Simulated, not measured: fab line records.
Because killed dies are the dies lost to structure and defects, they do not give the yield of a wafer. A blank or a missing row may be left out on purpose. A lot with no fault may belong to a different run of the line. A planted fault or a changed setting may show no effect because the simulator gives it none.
Lot-split experiment -- flow n5Finfet -- 21 wafers read from 7 lots, route of 1938 steps

## ON THE SPLIT
At N5_BEOL_M11_COAT_59 (time 60 s, resist thk 100 nm), the setting spinRpm was moved away from the recipe's 1500 rpm on 6 of the 21 wafers read, by -9.3% to +9.5%. For the rest of the wafers, this setting stayed at what the recipe calls for.

Reading taken at the split's own step.

## THE READING
SOC_of_BEOL_M11_COAT_59.thkNm (the simulator's own value, which no gauge read), in nm, at N5_BEOL_M11_COAT_59 (time 60 s, resist thk 100 nm). The file gives no usual value for it. Across the 15 wafers here that went through the recipe, the average is 99.9 nm and the standard deviation 0.33 nm.

wafer,"tool, chamber at the split","spinRpm as run, rpm",against the recipe,"SOC_of_BEOL_M11_COAT_59.thkNm, nm",against lot-mates on the recipe
L074.1,"lithoTrack-05, 0",1500,recipe,99.4,-
L074.2,"lithoTrack-05, 0",1500,recipe,99.8,-
L074.3,"lithoTrack-05, 0",1500,recipe,99.8,-
L076.1,"lithoTrack-02, 0",1500,recipe,99.8,-
L076.2,"lithoTrack-02, 0",1500,recipe,99.4,-
L076.4,"lithoTrack-02, 0",1409,-6.1%,103,+3.4
L078.2,"lithoTrack-02, 0",1500,recipe,99.4,-
L078.3,"lithoTrack-02, 0",1500,recipe,99.8,-
L078.6,"lithoTrack-02, 0",1360,-9.3%,104.6,+5.0
L082.1,"lithoTrack-05, 0",1447,-3.5%,102.6,+2.1
L082.3,"lithoTrack-05, 0",1500,recipe,100.4,-
L082.4,"lithoTrack-05, 0",1500,recipe,100.6,-
L084.2,"lithoTrack-01, 0",1500,recipe,100,-
L084.5,"lithoTrack-01, 0",1500,recipe,100,-
L084.3,"lithoTrack-01, 0",1642,+9.5%,95.8,-4.2
L087.3,"lithoTrack-05, 0",1573,+4.9%,97.6,-2.6
L087.4,"lithoTrack-05, 0",1573,+4.9%,97.8,-2.4
L087.5,"lithoTrack-05, 0",1500,recipe,100.2,-
L095.2,"lithoTrack-02, 0",1500,recipe,100,-
L095.4,"lithoTrack-02, 0",1500,recipe,100,-
L095.5,"lithoTrack-02, 0",1500,recipe,99.8,-

FIT RESULTS
A straight line over all 21 wafers: SOC_of_BEOL_M11_COAT_59.thkNm changes by -0.485 nm for each +1% of spinRpm; r = -0.98; the points scatter about the line by 0.38 nm.
The same after taking each lot's own level away (the mean of its wafers on the recipe; 21 wafers): -0.508 nm for each +1%; r = -0.99; scatter 0.21 nm.
According to that fit, moving spinRpm by its largest amount changes the reading by 4.8 nm.
From 99.60 to 100.50 nm: that is the span of the lots' own levels, equal to 2.7 times the standard deviation above.
The two slopes agree, so the slope changes little with the lot-to-lot level.
Check: with one of the wafers moved furthest among these (+9.5%) left out of the fit, the line predicts -5.06 nm for it against its lot-mates. It came out at -4.2 nm against them.

## THESE WAFERS: OTHER SPLITS
Note: prior to the reading, these wafers also went through further splits. Each is held against what the fit with the lots' levels taken away leaves over:
other split on the same wafers,wafers away from the commonest value,r with SOC_of_BEOL_M11_COAT_59.thkNm (lot level and that fit taken away)
N5_BEOL_M9_EXPOSE_08 doseMj,6,-0.15
N5_BEOL_M10_COAT_05 spinRpm,9,+0.19
N5_BEOL_M10_EXPOSE_08 doseMj,9,-0.12

## FILE'S OWN FIT
SOC_of_BEOL_M11_COAT_59.thkNm changes by -0.507 nm for each +1% of spinRpm, r = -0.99.
